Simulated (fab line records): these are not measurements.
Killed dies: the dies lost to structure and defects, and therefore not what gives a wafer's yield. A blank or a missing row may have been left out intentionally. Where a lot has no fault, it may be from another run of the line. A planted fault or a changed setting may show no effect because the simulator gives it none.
Chamber matching || flow n5Finfet || N5_DUMMY_GATE_HM_OPEN_21 on rieDiel-05: 4 sister chambers
The step chemistry CH3F/O2, target SiNx, target depth 120 nm, time 171.4 s. 7 wafers are shown with their chamber, then 10 later ones without.

## EACH WAFER AND ITS CHAMBER
{"wafer": "L075.6", "chamber": 3, "rfVppV (V)": 305, "showerheadPlenumPTorr (Torr)": 2.02}
{"wafer": "L083.6", "chamber": 0, "rfVppV (V)": 304, "showerheadPlenumPTorr (Torr)": 2.10}
{"wafer": "L086.1", "chamber": 2, "rfVppV (V)": 292, "showerheadPlenumPTorr (Torr)": 2.02}
{"wafer": "L086.5", "chamber": 1, "rfVppV (V)": 293, "showerheadPlenumPTorr (Torr)": 2.00}
{"wafer": "L086.6", "chamber": 0, "rfVppV (V)": 303, "showerheadPlenumPTorr (Torr)": 2.09}
{"wafer": "L088.1", "chamber": 2, "rfVppV (V)": 291, "showerheadPlenumPTorr (Torr)": 2.02}
{"wafer": "L088.3", "chamber": 1, "rfVppV (V)": 296, "showerheadPlenumPTorr (Torr)": 2.00}

## WAFERS WHOSE CHAMBER IS MISSING
{"wafer": "L088.5", "rfVppV (V)": 292, "showerheadPlenumPTorr (Torr)": 2.02}
{"wafer": "L093.1", "rfVppV (V)": 306, "showerheadPlenumPTorr (Torr)": 2.00}
{"wafer": "L093.4", "rfVppV (V)": 304, "showerheadPlenumPTorr (Torr)": 2.09}
{"wafer": "L093.5", "rfVppV (V)": 296, "showerheadPlenumPTorr (Torr)": 2.00}
{"wafer": "L095.2", "rfVppV (V)": 304, "showerheadPlenumPTorr (Torr)": 2.00}
{"wafer": "L095.3", "rfVppV (V)": 291, "showerheadPlenumPTorr (Torr)": 2.02}
{"wafer": "L095.4", "rfVppV (V)": 295, "showerheadPlenumPTorr (Torr)": 2.00}
{"wafer": "L096.2", "rfVppV (V)": 304, "showerheadPlenumPTorr (Torr)": 2.09}
{"wafer": "L096.3", "rfVppV (V)": 303, "showerheadPlenumPTorr (Torr)": 2.00}
{"wafer": "L096.6", "rfVppV (V)": 305, "showerheadPlenumPTorr (Torr)": 2.00}

## WHICH CHAMBER EACH WENT THROUGH
{"wafer": "L088.5", "from the rows above": 2, "in truth": 2}
{"wafer": "L093.1", "from the rows above": 3, "in truth": 3}
{"wafer": "L093.4", "from the rows above": 0, "in truth": 0}
{"wafer": "L093.5", "from the rows above": 1, "in truth": 1}
{"wafer": "L095.2", "from the rows above": 3, "in truth": 3}
{"wafer": "L095.3", "from the rows above": 2, "in truth": 2}
{"wafer": "L095.4", "from the rows above": 1, "in truth": 1}
{"wafer": "L096.2", "from the rows above": 0, "in truth": 0}
{"wafer": "L096.3", "from the rows above": "can't be placed: 3 or 1", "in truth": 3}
{"wafer": "L096.6", "from the rows above": 3, "in truth": 3}
Placed correctly: 9 of 10. Unplaceable from these rows: 1, with the true chamber sitting among the candidates in 1. Number placed wrongly: 0.
How it was worked out, from the rows above alone: a wafer's distance from a chamber is the root of the sum, over the readings, of the square of ((its reading less the chamber's mean) divided by the reading's scatter). If the next closest chamber is less than 2 further off than the closest, the wafer can't be placed; otherwise it belongs to the closest. Each chamber's mean is taken over the wafers shown for it. How the scatter is found: for the shown wafers, subtract from each reading the mean of its chamber, square and add these, divide the total by (wafers less chambers), then take the root.
